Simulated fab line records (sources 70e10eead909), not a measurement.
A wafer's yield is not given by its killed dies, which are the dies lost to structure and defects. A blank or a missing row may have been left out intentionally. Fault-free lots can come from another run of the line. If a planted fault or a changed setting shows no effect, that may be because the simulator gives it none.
The tool behind it: which one? | flow nand-harc | 10 lots, 30 wafers sampled, at 5 steps of a route of 1159

## WHAT THE GAUGES READ, wafer by wafer
NHARC_END_SORT_01. Usual: defect-limited-yield 95.6 %, standard deviation 1.6; killed-at-array 26, standard deviation 10; killed-at-other 0.5, standard deviation 0.87; killed-at-periphery 3.0, standard deviation 2.5; killed-dies 29, standard deviation 11; killed-open 3.3, standard deviation 1.9; killed-short 1.8, standard deviation 1.5; sort_bin_2_pct 1.3 %, standard deviation 0.63; sort_bin_3_pct 0.25 %, standard deviation 0.22; sort_bin_4_pct 2.8 %, standard deviation 1.1; sort-n-pass 648, standard deviation 11; sort-rim-yield-pct 96.5 %, standard deviation 2.6; sort-yield-pct 95.6 %, standard deviation 1.6.
lot  | measured     | on        | defect-limited-yield (%) | killed-at-array | killed-at-other | killed-at-periphery | killed-dies | killed-open | killed-short | sort_bin_2_pct (%) | sort_bin_3_pct (%) | sort_bin_4_pct (%) | sort-n-pass | sort-rim-yield-pct (%) | sort-yield-pct (%) | flag
L278 | day 20 15:47 | prober-02 | 96.5 96.8 96.5           | 19 17 19        | 1 0 0           | 4 5 5               | 24 22 24    | 3 4 4       | 2 1 1        | 0.9 1.0 0.3        | 0 0.30 0.59        | 2.7 1.9 2.7        | 653 655 653 | 99.1 99.1 96.2         | 96.5 96.8 96.5     |

## EACH LOT AND THE TOOL THAT RAN IT (in order: tool; ch and the chambers of the sampled wafers; start)
lot  | NHARC_A_M1_ETCH_35                 | NHARC_A_M1_ETCH_28                            | NHARC_A_BONDPAD_ETCH_24            | NHARC_A_BONDPAD_DEGAS_25
L275 | rie-diel-13 ch 0,1,2, day 18 07:37 | rie-diel-09 ch 0,1,2, day 18 12:50 or earlier | rie-diel-02 ch 0,2,3, day 18 12:50 | pvd-sputter-01, day 18 13:14
L279 | rie-diel-08 ch 0,1,3, day 19 00:06 | rie-diel-13 ch 0,1,2, day 19 05:43 or earlier | rie-diel-02 ch 0,3, day 19 05:43   | pvd-sputter-02, day 19 06:08
L278 | rie-diel-08 ch 0,2,3, day 19 00:56 | rie-diel-13 ch 0,1,3, day 19 06:20 or earlier | rie-diel-02 ch 2,3, day 19 06:20   | pvd-sputter-01, day 19 06:47
L281 | rie-diel-08 ch 0,2,3, day 19 21:29 | rie-diel-08 ch 1,2,3, day 20 02:42 or earlier | rie-diel-06 ch 0,2, day 20 02:42   | pvd-sputter-02, day 20 03:05
L282 | rie-diel-09 ch 1,2,3, day 19 22:13 | rie-diel-08 ch 0,2,3, day 20 03:31 or earlier | rie-diel-06 ch 2,3, day 20 03:31   | pvd-sputter-02, day 20 03:58
L283 | rie-diel-13 ch 0,1,2, day 20 07:10 | rie-diel-13 ch 1,2, day 20 12:26 or earlier   | rie-diel-06 ch 1,2, day 20 12:26   | pvd-sputter-01, day 20 12:52
L290 | rie-diel-08 ch 1,2,3, day 22 14:58 | rie-diel-08 ch 0,1,3, day 22 20:35 or earlier | rie-diel-02 ch 1,2,3, day 22 20:35 | pvd-sputter-03, day 22 20:59
L294 | rie-diel-08 ch 2,3, day 23 09:37   | rie-diel-09 ch 0,1,2, day 23 15:53 or earlier | rie-diel-06 ch 0,3, day 23 15:53   | pvd-sputter-03, day 23 16:22
L295 | rie-diel-13 ch 0,1, day 23 09:53   | rie-diel-13 ch 1,2,3, day 23 15:34 or earlier | rie-diel-06 ch 2,3, day 23 15:34   | pvd-sputter-01, day 23 16:01
L296 | rie-diel-13 ch 1,2,3, day 23 13:19 | rie-diel-13 ch 0,1,2, day 23 18:25 or earlier | rie-diel-06 ch 1,2,3, day 23 18:25 | pvd-sputter-03, day 23 18:49
- NHARC_A_M1_ETCH_35: etches the open film in N2/H2, target depth 40 nm, overetch 12 nm, time 43.94 s.
- NHARC_A_M1_ETCH_28: etches the open film in CF4/N2, target depth 30 nm, time 72.99 s.
- NHARC_A_BONDPAD_ETCH_24: etches the open film in CF4/N2, target depth 30 nm, time 72.99 s.
- NHARC_A_BONDPAD_DEGAS_25: time 60 s.

## WHAT THE TOOLS THEMSELVES READ (means of the sampled wafers that have a number; where no wafer has one, the mark that the record gives instead)
NHARC_A_M1_ETCH_35. Usual: drypump-motor-current-A 5.8 A, standard deviation 0.35; oes-product-au 1.002 a.u., standard deviation 0.0099; rf-vpp-V 429.3 V, standard deviation 2.3; run-length-s 65.3 s, standard deviation 0.36; showerhead-plenum-p-Torr 2.00 Torr, standard deviation 0.078; throttle-valve-pct 14.172 %, standard deviation 0.0096.
lot  | tool        | drypump-motor-current-A (A) | oes-product-au (a.u.) | rf-vpp-V (V) | run-length-s (s) | showerhead-plenum-p-Torr (Torr) | throttle-valve-pct (%) | flag
L275 | rie-diel-13 | 6.0                         | 1.003                 | 429.8        | 65.3             | 1.99                            | 14.175                 |
L279 | rie-diel-08 | 5.7                         | 1.007                 | 428.0        | 65.2             | 1.96                            | 14.165                 |
L278 | rie-diel-08 | 5.5                         | 1.000                 | 428.9        | 65.5             | 1.97                            | 14.164                 |
L281 | rie-diel-08 | 5.5                         | 1.003                 | 428.9        | 65.3             | 1.97                            | 14.178                 |
L282 | rie-diel-09 | 5.5                         | 1.002                 | 432.3        | 65.2             | 2.10                            | 14.167                 |
L283 | rie-diel-13 | 6.0                         | 1.005                 | 428.3        | 65.3             | 1.98                            | 14.170                 |
L290 | rie-diel-08 | 5.7                         | 1.001                 | 428.1        | 65.2             | 1.97                            | 14.167                 |
L294 | rie-diel-08 | 5.5                         | 0.998                 | 428.3        | 65.3             | 1.98                            | 14.171                 |
L295 | rie-diel-13 | 6.1                         | 1.002                 | 429.0        | 65.2             | 1.99                            | 14.171                 |
L296 | rie-diel-13 | 6.1                         | 1.001                 | 429.8        | 65.2             | 2.02                            | 14.167                 |

NHARC_A_M1_ETCH_28. Usual: drypump-motor-current-A 5.9 A, standard deviation 0.41; oes-product-au 1.000 a.u., standard deviation 0.0094; rf-vpp-V 313.7 V, standard deviation 1.8; run-length-s 94.3 s, standard deviation 0.4; showerhead-plenum-p-Torr 2.60 Torr, standard deviation 0.099; throttle-valve-pct 19.794 %, standard deviation 0.0091.
lot  | tool        | drypump-motor-current-A (A) | oes-product-au (a.u.) | rf-vpp-V (V) | run-length-s (s) | showerhead-plenum-p-Torr (Torr) | throttle-valve-pct (%) | flag
L275 | rie-diel-09 | 5.5                         | 1.002                 | 314.9        | 94.3             | 2.63                            | 19.794                 |
L279 | rie-diel-13 | 6.0                         | 0.989                 | 312.7        | 94.3             | 2.56                            | 19.788                 |
L278 | rie-diel-13 | 6.2                         | 0.994                 | 314.2        | 94.2             | 2.62                            | 19.800                 |
L281 | rie-diel-08 | 5.7                         | 1.004                 | 312.0        | 94.2             | 2.55                            | 19.797                 |
L282 | rie-diel-08 | 5.5                         | 0.994                 | 312.6        | 94.4             | 2.55                            | 19.799                 |
L283 | rie-diel-13 | 5.9                         | 1.005                 | 312.4        | 94.4             | 2.55                            | 19.788                 |
L290 | rie-diel-08 | 5.7                         | 0.992                 | 312.9        | 94.2             | 2.53                            | 19.795                 |
L294 | rie-diel-09 | 5.5                         | 1.006                 | 314.4        | 94.2             | 2.62                            | 19.800                 |
L295 | rie-diel-13 | 6.2                         | 1.003                 | 314.5        | 94.4             | 2.61                            | 19.787                 |
L296 | rie-diel-13 | 6.0                         | 1.001                 | 313.2        | 94.3             | 2.56                            | 19.799                 |

NHARC_A_BONDPAD_ETCH_24. Usual: drypump-motor-current-A 5.6 A, standard deviation 0.51; oes-product-au 1.003 a.u., standard deviation 0.0086; rf-vpp-V 313.5 V, standard deviation 2.2; run-length-s 94.4 s, standard deviation 0.42; showerhead-plenum-p-Torr 2.60 Torr, standard deviation 0.12; throttle-valve-pct 19.794 %, standard deviation 0.0097.
lot  | tool        | drypump-motor-current-A (A) | oes-product-au (a.u.) | rf-vpp-V (V) | run-length-s (s) | showerhead-plenum-p-Torr (Torr) | throttle-valve-pct (%) | flag
L275 | rie-diel-02 | 5.2                         | 1.001                 | 313.9        | 94.0             | 2.60                            | 19.798                 |
L279 | rie-diel-02 | 5.4                         | 0.991                 | 313.1        | 93.9             | 2.58                            | 19.798                 |
L278 | rie-diel-02 | 5.6                         | 0.989                 | 313.5        | 94.0             | 2.55                            | 19.808                 |
L281 | rie-diel-06 | 5.7                         | 1.015                 | 313.0        | 94.7             | 2.57                            | 19.789                 |
L282 | rie-diel-06 | 6.0                         | 1.007                 | 311.4        | 94.8             | 2.50                            | 19.793                 |
L283 | rie-diel-06 | 5.5                         | 1.003                 | 312.0        | 108.8            | 2.50                            | 19.794                 | OFF
L290 | rie-diel-02 | 5.5                         | 1.005                 | 313.2        | 94.2             | 2.56                            | 19.796                 |
L294 | rie-diel-06 | 6.3                         | 1.004                 | 314.1        | 94.6             | 2.68                            | 19.791                 |
L295 | rie-diel-06 | 6.0                         | 1.010                 | 312.1        | 94.7             | 2.50                            | 19.794                 |
L296 | rie-diel-06 | 5.9                         | 1.008                 | 312.4        | 94.7             | 2.53                            | 19.793                 |

NHARC_A_BONDPAD_DEGAS_25. Usual: heater-power-w reads 475 W (standard deviation 48).
lot  | tool           | heater-power-w (W) | flag
L275 | pvd-sputter-01 | 439                |
L279 | pvd-sputter-02 | 463                |
L278 | pvd-sputter-01 | 445                |
L281 | pvd-sputter-02 | 506                |
L282 | pvd-sputter-02 | 474                |
L283 | pvd-sputter-01 | 433                |
L290 | pvd-sputter-03 | 512                |
L294 | pvd-sputter-03 | 485                |
L295 | pvd-sputter-01 | 439                |
L296 | pvd-sputter-03 | 505                |

## THE ANSWER, worked out from the rows above alone
Rule: lot off if the mean of its wafers having a number is beyond 3 standard deviations from the usual mean. A lot without any number at a reading at which 4 lots or more have one is off too. Any other lot the step has rows for is counted as sound. The gauges are gone through in route order, then the tools' own readings, and for those a lot's mean is taken as printed above. At the first step where some lot is off, the reading lying furthest off is the one used; lots without a number count as furthest.
Off: L283, at NHARC_A_BONDPAD_ETCH_24 (run-length-s).
A tool fits if, at that step or a process step before it, it ran every lot that is off, and no sound lot after the first of them. NHARC_A_M1_ETCH_28: start missing for some lots; hours and lot order therefore follow NHARC_A_BONDPAD_ETCH_24. None of those tried fits.

## WHAT THE SIMULATOR HAD PUT IN
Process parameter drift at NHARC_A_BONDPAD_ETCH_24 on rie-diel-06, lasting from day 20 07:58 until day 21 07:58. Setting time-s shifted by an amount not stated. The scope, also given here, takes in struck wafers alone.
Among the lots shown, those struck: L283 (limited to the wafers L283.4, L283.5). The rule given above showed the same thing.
